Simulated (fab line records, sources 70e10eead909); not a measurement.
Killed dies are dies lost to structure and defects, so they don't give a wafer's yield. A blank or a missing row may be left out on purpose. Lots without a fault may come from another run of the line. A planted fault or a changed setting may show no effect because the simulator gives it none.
Chamber matching | flow nand_harc | NHARC_A_STAIRCASE_ETCHBACK_157 on rie_diel-01: 4 sister chambers
The step etches the open film in CH3F/O2, target depth 90 nm, time 167.14 s. 8 wafers are shown with their chamber, then 8 later ones without.

WAFERS WITH THEIR CHAMBER
wafer  | chamber | showerhead_plenum_p_Torr (Torr) | drypump_motor_current_A (A)
L081.6 | 2       | 2.49                            | 4.9
L084.6 | 0       | 2.55                            | 5.8
L087.4 | 1       | 2.31                            | 5.5
L087.5 | 1       | 2.31                            | 5.5
L091.2 | 2       | 2.48                            | 4.8
L091.4 | 3       | 2.55                            | 5.2
L091.6 | 3       | 2.55                            | 5.2
L093.2 | 0       | 2.54                            | 5.8

WAFERS WITHOUT THEIR CHAMBER
wafer  | showerhead_plenum_p_Torr (Torr) | drypump_motor_current_A (A)
L093.3 | 2.31                            | 5.5
L093.4 | 2.48                            | 4.8
L095.2 | 2.31                            | 5.5
L095.5 | 2.31                            | 5.5
L095.6 | 2.54                            | 5.8
L096.3 | 2.47                            | 4.8
L096.4 | 2.54                            | 5.8
L096.5 | 2.54                            | 5.8

WHICH CHAMBER EACH WENT THROUGH
wafer  | from the rows above | in truth
L093.3 | 1                   | 1
L093.4 | 2                   | 2
L095.2 | 1                   | 1
L095.5 | 1                   | 1
L095.6 | 0                   | 0
L096.3 | 2                   | 2
L096.4 | 0                   | 0
L096.5 | 0                   | 0
Placed correctly: 8 of 8. Can't be placed from these rows: 0. Placed wrongly: 0.
How it was worked out, from the rows above alone: a wafer's distance from a chamber is the root of the sum, over the readings, of the square of ((its reading less the chamber's mean) divided by the reading's scatter). The wafer belongs to the nearest chamber; if the next one is less than 2 further off, it can't be placed. A chamber's mean is the mean of its shown wafers. The scatter: the root of (the sum of the squares of (reading less its chamber's mean) over the shown wafers, divided by (wafers less chambers)).
